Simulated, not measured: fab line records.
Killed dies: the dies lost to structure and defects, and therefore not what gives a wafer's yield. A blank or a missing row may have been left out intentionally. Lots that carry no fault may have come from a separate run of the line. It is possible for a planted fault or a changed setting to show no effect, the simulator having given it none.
fab line records + flow nand_harc
[record]
- lots = 7
- wafers = 21
- last_day = 24
route steps=1159 shown A_CHANNEL_FILL_D1@505
lots untouched by any fault: they come from a run of this same line in which no faults occurred
start_h: hours from the record's opening day to when the first of the lot's shown wafers began + wait_h: time in hours since the lot's previous step + " the same as in the row above + L1.1+2: a row that stands for several wafers + - no value, or no start given + * or withheld: withheld + < > ~ a bound
route shown NAME@n: NAME is a module with steps in the file, n the number in the route of the first one + usual: average and standard deviation across the fault-free wafers + same: alike in all rows + chamber/n: place in a boat + sites: the reading at each site + _std_site: standard deviation across them + _edge_site: outer sites' mean less inner sites' + radius_mm: for every site, how far away it sits from the centre of the wafer + mask NAME#n: copy n + behind: the most recent tool/chamber to have shaped the wafer + hold: why the lot was held/for how many hours/how that ended + device: which transistor (n, p or np) failed to switch + end of line: tests run on the same wafers once the route is complete + a step given without rows: its recipe and nothing more + killed: dies lost to structure and defects at the first sort, not the wafer's yield + map: per-die view of a wafer (x killed, . not killed, _ where there is no die)
set.NAME: the setting as run; set.NAME@STEP: as run at that earlier step + model.NAME: the simulator's own value behind a step, which no gauge read
certain route steps with their lots: each step a table, each wafer a row
services: when a tool's chamber went out of use (start_h, in hours from the record's first day, below 0 if earlier), for how many hours, and the reason
[[steps]]
[step NHARC_A_CHANNEL_FILL_D1_ANNEAL_22]
[recipe]
- temp_c = 620
- time_s = 7200
[step NHARC_A_CHANNEL_FILL_D1_THK_MEAS_06]
[recipe]
- thk_meas_gauge = ellipsometry
[usual]
- thk_nm = 5.2/0.96
| lot.wafer | tool          | chamber | start_h | wait_h | thk_nm |
|-----------|---------------|---------|---------|--------|--------|
| L389.3    | film_metro-02 | -       | 230.40  | 0.4    | 6.3    |
| L389.4    | "             | -       | "       | "      | 5.0    |
| L389.5    | "             | -       | "       | "      | 5.0    |
| L392.2    | film_metro-02 | -       | 243.78  | 0.4    | 4.8    |
| L392.3    | "             | -       | "       | "      | 5.7    |
| L392.5    | "             | -       | "       | "      | 5.2    |
| L398.1    | film_metro-02 | -       | 298.96  | 0.4    | 3.7    |
| L398.4    | "             | -       | "       | "      | 5.3    |
| L398.6    | "             | -       | "       | "      | 5.2    |
| L402.1    | film_metro-02 | -       | 307.73  | 0.4    | 4.9    |
| L402.3    | "             | -       | "       | "      | 5.3    |
| L402.4    | "             | -       | "       | "      | 7.2    |
| L401.2    | film_metro-02 | -       | 307.73  | 0.4    | 7.6    |
| L401.4    | "             | -       | "       | "      | 4.4    |
| L401.5    | "             | -       | "       | "      | 4.9    |
| L407.1    | film_metro-02 | -       | 343.88  | 0.4    | 3.9    |
| L407.3    | "             | -       | "       | "      | 4.3    |
| L407.4    | "             | -       | "       | "      | 3.9    |
| L410.1    | film_metro-01 | -       | 355.16  | 0.4    | 6.5    |
| L410.2    | "             | -       | "       | "      | 4.3    |
| L410.5    | "             | -       | "       | "      | 4.6    |
[step NHARC_A_CHANNEL_FILL_D1_ALD_25]
[recipe]
- target_thk_a = 600
- pulse_time_s = 10
- ald_cycles = 600
- temp_c = 300
- material = SiOx
[usual]
- heater_power_w = 470/35
- precursor_pulse_height_rel = 1.000/0.023
| lot.wafer | tool      | chamber | start_h | wait_h | heater_power_w | precursor_pulse_height_rel |
|-----------|-----------|---------|---------|--------|----------------|----------------------------|
| L389.4    | ald_hk-04 | 0       | 231.06  | 0.7    | 440            | 0.988                      |
| L389.3    | "         | 1       | "       | "      | 430            | 0.976                      |
| L389.5    | "         | 0       | 233.52  | 3.1    | 413            | 1.006                      |
| L392.2    | ald_hk-01 | 3       | 244.44  | 0.7    | 476            | 0.999                      |
| L392.3    | "         | 0       | "       | "      | 512            | 0.955                      |
| L392.5    | "         | 3       | 246.88  | 3.1    | 473            | 0.959                      |
| L398.4    | ald_hk-02 | 3       | 299.63  | 0.7    | 524            | 1.029                      |
| L398.1    | "         | 1       | 300.86  | 1.9    | 465            | 1.014                      |
| L398.6    | "         | 2       | "       | "      | 535            | 0.994                      |
| L402.3    | ald_hk-04 | 2       | 307.78  | 0.1    | 483            | 0.977                      |
| L402.1    | "         | 0       | 309.01  | 1.3    | 443            | 1.003                      |
| L402.4    | "         | 1       | "       | "      | 429            | 0.987                      |
| L401.4    | ald_hk-01 | 3       | 308.41  | 0.7    | 468            | 1.033                      |
| L401.2    | "         | 1       | 309.67  | 1.9    | 445            | 0.968                      |
| L401.5    | "         | 2       | "       | "      | 471            | 0.997                      |
| L407.3    | ald_hk-02 | 3       | 344.72  | 0.8    | 540            | 0.991                      |
| L407.4    | "         | 1       | 345.98  | 2.1    | 459            | 0.997                      |
| L407.1    | "         | 2       | "       | "      | 535            | 0.974                      |
| L410.2    | ald_hk-04 | 3       | 355.83  | 0.7    | 449            | 0.972                      |
| L410.1    | "         | 0       | "       | "      | 443            | 0.974                      |
| L410.5    | "         | 2       | 357.70  | 2.5    | 484            | 1.006                      |
[step NHARC_A_CHANNEL_FILL_D1_ETCHBACK_08]
[recipe]
- target_depth_a = 2200
- time_s = 110
- c4f8_flow_sccm = 20
- ar_flow_sccm = withheld
- rf_w = 600
- bias_w = 300
- chemistry = C4F8
[usual]
- oes_product_au = 0.95/0.037
- rf_fwd_power_W = 596.9/2.1
- rf_vpp_V = 442.6/2.8
| lot.wafer | tool        | chamber | start_h | wait_h | oes_product_au | rf_fwd_power_W | rf_hours_counter_h | rf_vpp_V |
|-----------|-------------|---------|---------|--------|----------------|----------------|--------------------|----------|
| L389.3    | rie_diel-12 | 2       | -       | -      | 0.92           | 596.0          | 1                  | 443.3    |
| L389.4    | "           | 0       | "       | "      | 0.91           | 597.9          | 1                  | 444.4    |
| L389.5    | "           | 2       | "       | "      | 0.91           | 595.7          | -                  | 442.8    |
| L392.3    | rie_diel-09 | 0       | -       | -      | 0.94           | 594.0          | 5                  | 442.1    |
| L392.2    | "           | 2       | "       | "      | 0.93           | 595.9          | 6                  | 435.8    |
| L392.5    | "           | 0       | "       | "      | 0.93           | 596.1          | -                  | 442.7    |
| L398.4    | rie_diel-12 | 2       | -       | -      | 0.93           | 596.4          | 2                  | 441.6    |
| L398.1    | "           | 1       | "       | "      | 0.92           | 595.6          | 2                  | 443.9    |
| L398.6    | "           | 2       | "       | "      | 0.91           | 598.3          | -                  | 443.9    |
| L402.3    | rie_diel-08 | 3       | -       | -      | 1.02           | 598.7          | 1                  | 444.3    |
| L402.1    | "           | 2       | "       | "      | 0.99           | 600.1          | 1                  | 441.9    |
| L402.4    | "           | 2       | "       | "      | 1.00           | 598.8          | -                  | 441.5    |
| L401.4    | rie_diel-09 | 2       | -       | -      | 0.94           | 596.2          | 2                  | 437.2    |
| L401.2    | "           | 3       | "       | "      | 0.90           | 594.0          | 1                  | 445.2    |
| L401.5    | "           | 0       | "       | "      | 0.93           | 592.4          | -                  | 442.7    |
| L407.1    | rie_diel-09 | 3       | -       | -      | 0.91           | 594.3          | 3                  | 445.0    |
| L407.3    | "           | 1       | "       | "      | 0.93           | 595.1          | 3                  | 439.0    |
| L407.4    | "           | 2       | "       | "      | 0.92           | 599.0          | 3                  | 437.4    |
| L410.1    | rie_diel-08 | 3       | -       | -      | 0.94           | 596.4          | 9                  | 444.4    |
| L410.2    | "           | 2       | "       | "      | 0.92           | 599.0          | 9                  | 440.0    |
| L410.5    | "           | 0       | "       | "      | 0.91           | 595.8          | -                  | 441.1    |
[step NHARC_A_CHANNEL_FILL_D1_STRIP_29]
[recipe]
- time_s = 20
- o2_flow_sccm = 500
- ar_flow_sccm = 0
- bias_w = 0
- chemistry = O2
[usual]
- drypump_motor_current_A = 5.6/0.4
- oes_product_au = 0.995/0.013
- rf_vpp_V = 58.1/0.99
- showerhead_plenum_p_Torr = 3.61/0.15
- throttle_valve_pct = 17.036/0.0086
| lot.wafer | tool        | chamber | start_h | wait_h | drypump_motor_current_A | oes_product_au | rf_hours_counter_h | rf_vpp_V | showerhead_plenum_p_Torr | throttle_valve_pct |
|-----------|-------------|---------|---------|--------|-------------------------|----------------|--------------------|----------|--------------------------|--------------------|
| L389.3    | rie_diel-12 | 0       | -       | -      | 5.4                     | 0.990          | 1                  | 59.3     | 3.75                     | 17.032             |
| L389.4    | "           | 2       | "       | "      | 5.2                     | 1.000          | 1                  | 59.2     | 3.63                     | 17.040             |
| L389.5    | "           | 0       | "       | "      | 5.4                     | 0.988          | -                  | 58.7     | 3.75                     | 17.032             |
| L392.3    | rie_diel-09 | 3       | -       | -      | 5.6                     | 0.979          | 5                  | 57.3     | 3.75                     | 17.027             |
| L392.2    | "           | 0       | "       | "      | 5.0                     | 1.004          | 5                  | 59.8     | 3.69                     | 17.056             |
| L392.5    | "           | 1       | "       | "      | 6.1                     | 1.013          | -                  | 58.4     | 3.33                     | 17.027             |
| L398.1    | rie_diel-12 | 0       | -       | -      | 5.4                     | 0.992          | 2                  | 59.2     | 3.75                     | 17.034             |
| L398.4    | "           | 2       | "       | "      | 5.2                     | 0.995          | 2                  | 57.2     | 3.63                     | 17.044             |
| L398.6    | "           | 0       | "       | "      | 5.3                     | 0.983          | -                  | 57.9     | 3.75                     | 17.030             |
| L402.3    | rie_diel-08 | 3       | 313.49  | 0.2    | 5.5                     | 1.008          | 1                  | 57.4     | 3.76                     | 17.042             |
| L402.1    | "           | 0       | "       | "      | 5.7                     | 0.982          | 1                  | 58.5     | 3.58                     | 17.037             |
| L402.4    | "           | 0       | "       | "      | 5.7                     | 0.991          | -                  | 57.7     | 3.58                     | 17.029             |
| L401.2    | rie_diel-09 | 2       | -       | -      | 6.0                     | 0.993          | 2                  | 59.3     | 3.33                     | 17.040             |
| L401.4    | "           | 1       | "       | "      | 6.1                     | 1.018          | 2                  | 57.2     | 3.33                     | 17.034             |
| L401.5    | "           | 3       | "       | "      | 5.7                     | 0.994          | -                  | 58.9     | 3.75                     | 17.026             |
| L407.4    | rie_diel-09 | 3       | -       | -      | 5.7                     | 0.974          | 3                  | 58.8     | 3.74                     | 17.030             |
| L407.1    | "           | 0       | "       | "      | 4.9                     | 0.998          | 3                  | 57.3     | 3.69                     | 17.026             |
| L407.3    | "           | 1       | "       | "      | 6.1                     | 0.997          | 3                  | 58.5     | 3.33                     | 17.048             |
| L410.2    | rie_diel-08 | 2       | -       | -      | 5.1                     | 1.000          | 9                  | 58.5     | 3.55                     | 17.043             |
| L410.1    | "           | 3       | "       | "      | 5.4                     | 1.015          | 9                  | 60.2     | 3.76                     | 17.047             |
| L410.5    | "           | 1       | "       | "      | 5.9                     | 1.006          | -                  | 57.9     | 3.53                     | 17.045             |
[step NHARC_A_CHANNEL_FILL_D1_PRECLEAN_30]
[recipe]
- time_s = 30
- chemistry = dHF
[step NHARC_A_CHANNEL_FILL_D1_SRD_31]
[step NHARC_A_CHANNEL_FILL_D1_CVD_09]
[recipe]
- target_thk_a = 1500
- temp_c = 620
- pressure_mtorr = 200
- time_s = 3000
- material = poly-Si
[step NHARC_A_CHANNEL_FILL_D1_CMP_10]
[recipe]
- target_thk_nm = 150
[usual]
- motor_current_A = 12.0/0.86
- pad_life_wafers = 291/150
- slurry_filter_dp_kPa = 13.51/0.15
- time_to_endpoint_s = 15.6/2.9
| lot.wafer | tool   | chamber | start_h | wait_h | motor_current_A | pad_life_wafers | slurry_filter_dp_kPa | time_to_endpoint_s |
|-----------|--------|---------|---------|--------|-----------------|-----------------|----------------------|--------------------|
| L389.4    | cmp-02 | 1       | 241.91  | 0.4    | 13.0            | 97              | 13.80                | 13.6               |
| L389.3    | "      | 3       | "       | "      | 12.5            | 99              | 13.53                | 12.2               |
| L389.5    | "      | 1       | "       | "      | 12.2            | -               | 13.54                | 14.6               |
| L392.3    | cmp-04 | 3       | 255.15  | 0.4    | 11.6            | 252             | 13.60                | 14.8               |
| L392.2    | "      | 1       | "       | "      | 12.2            | 254             | 13.52                | 14.2               |
| L392.5    | "      | 3       | "       | "      | 11.1            | -               | 13.44                | 18.9               |
| L398.1    | cmp-02 | 2       | 311.36  | 0.4    | 13.7            | 463             | 13.27                | 25.7               |
| L398.4    | "      | 0       | "       | "      | 11.0            | 465             | 13.53                | 19.8               |
| L398.6    | "      | 1       | "       | "      | 13.4            | -               | 13.61                | 21.2               |
| L402.4    | cmp-01 | 2       | 319.21  | 0.4    | 11.6            | 144             | 13.68                | 17.6               |
| L402.3    | "      | 3       | "       | "      | 12.2            | 145             | 13.68                | 15.2               |
| L402.1    | "      | 1       | "       | "      | 12.8            | 147             | 12.97                | 15.7               |
| L401.4    | cmp-04 | 0       | 319.21  | 0.4    | 13.1            | 48              | 13.68                | 13.6               |
| L401.2    | "      | 3       | "       | "      | 11.9            | 51              | 13.46                | 17.5               |
| L401.5    | "      | 0       | "       | "      | 12.6            | -               | 13.08                | 14.6               |
| L407.4    | cmp-04 | 1       | 355.29  | 0.5    | 12.0            | 282             | 13.52                | 16.4               |
| L407.3    | "      | 2       | "       | "      | 11.8            | 283             | 13.26                | 12.4               |
| L407.1    | "      | 3       | "       | "      | 11.3            | 284             | 13.59                | 14.2               |
| L410.1    | cmp-01 | 2       | 366.91  | 0.4    | 12.0            | 463             | 13.32                | 13.5               |
| L410.2    | "      | 0       | "       | "      | 10.7            | 465             | 13.49                | 12.1               |
| L410.5    | "      | 1       | "       | "      | 12.1            | -               | 13.47                | 11.9               |
[step NHARC_A_CHANNEL_FILL_D1_SRD_12]
[step NHARC_A_CHANNEL_FILL_D1_RTA_24]
[recipe]
- temp_c = 1000
- time_s = 5
[usual]
- anneal_temp_c_max = 1005.1/3
- lamp_power_pct = 29.2/1.7
- lamp_zone_3_pct = 29.2/1.7
- lamp_zone_6_pct = 29.1/1.7
- wafer_temp_C_max = 1003.9/1.2
| lot.wafer | tool          | chamber | start_h | wait_h | anneal_temp_c_max | lamp_power_pct | lamp_zone_3_pct | lamp_zone_6_pct | wafer_temp_C_max |
|-----------|---------------|---------|---------|--------|-------------------|----------------|-----------------|-----------------|------------------|
| L389.3    | rtp_anneal-01 | 0       | 242.36  | 0.1    | 1007.5            | 31.0           | 31.1            | 31.0            | 1004.2           |
| L389.4    | "             | 0       | "       | "      | 1009.3            | 31.1           | 31.0            | 31.0            | 1004.8           |
| L389.5    | "             | 0       | "       | "      | 1009.3            | 31.0           | 31.0            | 31.0            | 1006.3           |
| L392.2    | rtp_anneal-01 | 0       | 255.59  | 0.1    | 1006.5            | 31.0           | 31.1            | 31.0            | 1005.2           |
| L392.3    | "             | 0       | "       | "      | 1008.7            | 31.0           | 31.1            | 31.0            | 1003.8           |
| L392.5    | "             | 0       | "       | "      | 1007.8            | 31.0           | 31.0            | 31.0            | 1003.3           |
| L398.1    | rtp_anneal-02 | -       | 312.00  | 0.3    | -                 | -              | -               | -               | -                |
| L398.4    | "             | -       | "       | "      | -                 | -              | -               | -               | -                |
| L398.6    | "             | -       | "       | "      | -                 | -              | -               | -               | -                |
| L402.1    | rtp_anneal-02 | -       | 319.62  | 0.0    | -                 | -              | -               | -               | -                |
| L402.3    | "             | -       | "       | "      | -                 | -              | -               | -               | -                |
| L402.4    | "             | -       | "       | "      | -                 | -              | -               | -               | -                |
| L401.2    | rtp_anneal-01 | -       | 319.65  | 0.1    | -                 | -              | -               | -               | -                |
| L401.4    | "             | -       | "       | "      | -                 | -              | -               | -               | -                |
| L401.5    | "             | -       | "       | "      | -                 | -              | -               | -               | -                |
| L407.1    | rtp_anneal-01 | 0       | 355.71  | 0.0    | 1012.2            | 31.1           | 31.1            | 30.9            | 1004.6           |
| L407.3    | "             | 0       | "       | "      | 1007.2            | 31.0           | 31.0            | 31.0            | 1003.4           |
| L407.4    | "             | 0       | "       | "      | 1006.7            | 31.1           | 31.0            | 31.0            | 1004.5           |
| L410.1    | rtp_anneal-01 | 0       | 367.57  | 0.3    | 1006.5            | 31.0           | 31.0            | 31.0            | 1005.4           |
| L410.2    | "             | 0       | "       | "      | 1008.3            | 31.0           | 31.0            | 31.0            | 1005.0           |
| L410.5    | "             | 0       | "       | "      | 1008.6            | 31.0           | 31.0            | 31.0            | 1005.6           |
[step NHARC_A_CHANNEL_FILL_D1_INSPECT_13]
[usual]
- raw_defect_count = 311/120
| lot.wafer | tool              | chamber | start_h | wait_h | raw_defect_count |
|-----------|-------------------|---------|---------|--------|------------------|
| L389.3    | defect_inspect-01 | -       | 242.50  | 0.1    | 224              |
| L389.4    | "                 | -       | "       | "      | 311              |
| L389.5    | "                 | -       | "       | "      | 228              |
| L392.2    | defect_inspect-02 | -       | 255.76  | 0.1    | 204              |
| L392.3    | "                 | -       | "       | "      | 210              |
| L392.5    | "                 | -       | "       | "      | 211              |
| L398.1    | defect_inspect-01 | -       | 312.19  | 0.2    | 220              |
| L398.4    | "                 | -       | "       | "      | 382              |
| L398.6    | "                 | -       | "       | "      | 516              |
| L402.1    | defect_inspect-01 | -       | 319.82  | 0.2    | 280              |
| L402.3    | "                 | -       | "       | "      | 384              |
| L402.4    | "                 | -       | "       | "      | 339              |
| L401.2    | defect_inspect-02 | -       | 319.82  | 0.1    | 187              |
| L401.4    | "                 | -       | "       | "      | 345              |
| L401.5    | "                 | -       | "       | "      | 277              |
| L407.1    | defect_inspect-01 | -       | 355.91  | 0.2    | 187              |
| L407.3    | "                 | -       | "       | "      | 193              |
| L407.4    | "                 | -       | "       | "      | 218              |
| L410.1    | defect_inspect-02 | -       | 367.80  | 0.2    | 704              |
| L410.2    | "                 | -       | "       | "      | 368              |
| L410.5    | "                 | -       | "       | "      | 462              |
[[services]]
| tool          | chamber | start_h | hours | kind   |
|---------------|---------|---------|-------|--------|
| rie_diel-09   | 0       | 208.66  | -     | clean  |
| rie_diel-09   | 0       | 213.18  | 11.1  | repair |
| cmp-02        | -       | 226.50  | 4.0   | pm     |
| cmp-04        | -       | 228.07  | 6.0   | repair |
| ald_hk-01     | -       | 229.23  | 10.0  | pm     |
| rie_diel-08   | 3       | 239.65  | 8.7   | repair |
| cmp-02        | -       | 244.09  | 0.6   | repair |
| rie_diel-09   | 1       | 249.82  | 16.5  | repair |
| cmp-01        | -       | 251.72  | 2.8   | repair |
| rie_diel-09   | -       | 254.10  | 9.0   | pm     |
| cmp-01        | -       | 277.68  | 4.0   | pm     |
| ald_hk-02     | -       | 280.82  | 10.0  | pm     |
| rtp_anneal-02 | -       | 300.00  | 12.0  | pm     |
| cmp-04        | -       | 301.20  | 4.0   | pm     |
| ald_hk-01     | -       | 301.37  | 1.0   | repair |
| rie_diel-08   | -       | 301.83  | 9.0   | pm     |
| cmp-02        | -       | 320.30  | 2.4   | repair |
| cmp-04        | -       | 323.61  | 3.4   | repair |
| cmp-02        | -       | 324.50  | 4.0   | pm     |
| rie_diel-12   | 2       | 333.94  | 2.4   | repair |
| cmp-02        | -       | 338.31  | 0.3   | repair |
| cmp-01        | -       | 341.36  | 0.2   | repair |
| rie_diel-08   | -       | 350.55  | 2.2   | repair |
| ald_hk-04     | -       | 367.11  | 10.0  | pm     |
[[key]]
[first_sign]
- step = NHARC_A_CHANNEL_FILL_D1_RTA_24
- reading = tool_record
- direction = missing
effect none on later readings
met_at NHARC_A_CHANNEL_FILL_D1_RTA_24
struck_wafers L398.1,L398.4,L398.6,L401.2,L401.4,L401.5,L402.1,L402.3,L402.4
later_rows_left_out L398.1,L398.4,L398.6,L401.2,L401.4,L401.5,L402.1,L402.3,L402.4
sort_left_out L398.1,L398.4,L398.6,L401.2,L401.4,L401.5,L402.1,L402.3,L402.4
tester_left_out L398,L401,L402
onset_between 255.59 312.00
[fault]
- kind = skipped_step_whole
- tool = rtp_anneal-01,rtp_anneal-02
- chamber = -
- onset_h = 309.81
- steps = NHARC_A_CHANNEL_FILL_D1_RTA_24
- scope = struck_lots_only
// tester_left_out: of these lots the tester's yield and bins aren't shown, on N5 and GAA mostly nor the transistor test; their killed dies are dies lost to structure and defects alone, not to doping, threshold or leakage, so they don't give the yield
// sort_left_out: the simulated sort isn't trusted on such a fault, so these wafers' sort isn't shown, and their yield isn't known
// later_rows_left_out: the simulator's readings of these wafers behind a module that went badly wrong aren't trusted and aren't shown, but for the sort
